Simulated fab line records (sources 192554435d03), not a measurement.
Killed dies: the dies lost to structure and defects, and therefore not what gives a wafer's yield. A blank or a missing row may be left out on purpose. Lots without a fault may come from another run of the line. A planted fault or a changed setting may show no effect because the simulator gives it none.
Matching of chambers    flow n5Finfet    N5_BEOL_M6_DESCUM_16 on rieDiel-04 has 4 sister chambers
The step chemistry O2, time 7.9 s. 18 wafers are shown with their chamber, then 9 later ones without.

== EACH WAFER AND ITS CHAMBER ==
wafer   chamber  drypumpMotorCurrentA (A)  showerheadPlenumPTorr (Torr)  throttleValvePct (%)
L080.1  0        5.5                       2.13                          20.54
L080.3  1        4.7                       2.05                          20.64
L080.4  3        5.4                       2.12                          20.63
L081.2  0        5.5                       2.12                          20.54
L081.4  3        5.4                       2.12                          20.61
L081.6  2        5.7                       2.14                          20.72
L084.1  3        5.4                       2.12                          20.61
L084.2  2        5.7                       2.14                          20.72
L084.3  0        5.5                       2.12                          20.55
L084.4  3        5.4                       2.12                          20.63
L084.5  2        5.6                       2.14                          20.72
L084.6  0        5.5                       2.12                          20.54
L089.1  0        5.5                       2.12                          20.57
L089.4  1        4.8                       2.05                          20.28
L089.6  1        4.8                       2.05                          20.26
L094.1  2        5.6                       2.13                          20.77
L094.2  3        5.4                       2.11                          20.65
L094.3  0        5.5                       2.11                          20.60

SIGNATURES (means of the wafers above)
reading                chamber 0  chamber 1  chamber 2  chamber 3  scatter within a chamber
drypumpMotorCurrentA   5.500      4.767      5.650      5.400      0.0345
showerheadPlenumPTorr  2.1200     2.0500     2.1375     2.1180     0.00504
throttleValvePct       20.5567    20.3933    20.7325    20.6260    0.0834
Rule: for a wafer and a chamber, the distance is found by dividing, reading by reading, the gap between the wafer's reading and the chamber's mean by the reading's scatter, squaring, summing and taking the root. If the next closest chamber is less than 2 further off than the closest, the wafer can't be placed; otherwise it belongs to the closest. The scatter: take each reading less its chamber's mean, square it, sum over the shown wafers, divide by the number of wafers less the number of chambers, and take the root.

== WAFERS MISSING THEIR CHAMBER ==
wafer   drypumpMotorCurrentA (A)  showerheadPlenumPTorr (Torr)  throttleValvePct (%)
L094.4  4.7                       2.05                          20.29
L094.5  5.5                       2.11                          20.61
L094.6  4.7                       2.04                          20.30
L095.2  5.5                       2.11                          20.58
L095.3  4.7                       2.04                          20.27
L095.6  5.6                       2.13                          20.76
L096.1  5.5                       2.11                          20.60
L096.3  5.7                       2.13                          20.76
L096.5  5.5                       2.11                          20.62

== WHICH CHAMBER EACH WENT THROUGH ==
wafer   from the rows above      in truth
L094.4  1                        1
L094.5  can't be placed: 0 or 3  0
L094.6  1                        1
L095.2  can't be placed: 0 or 3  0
L095.3  1                        1
L095.6  2                        2
L096.1  can't be placed: 0 or 3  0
L096.3  2                        2
L096.5  can't be placed: 0 or 3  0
5 of 9 placed correctly. Unplaceable from these rows: 4, with the true chamber sitting among the candidates in 4. Number placed wrongly: 0.
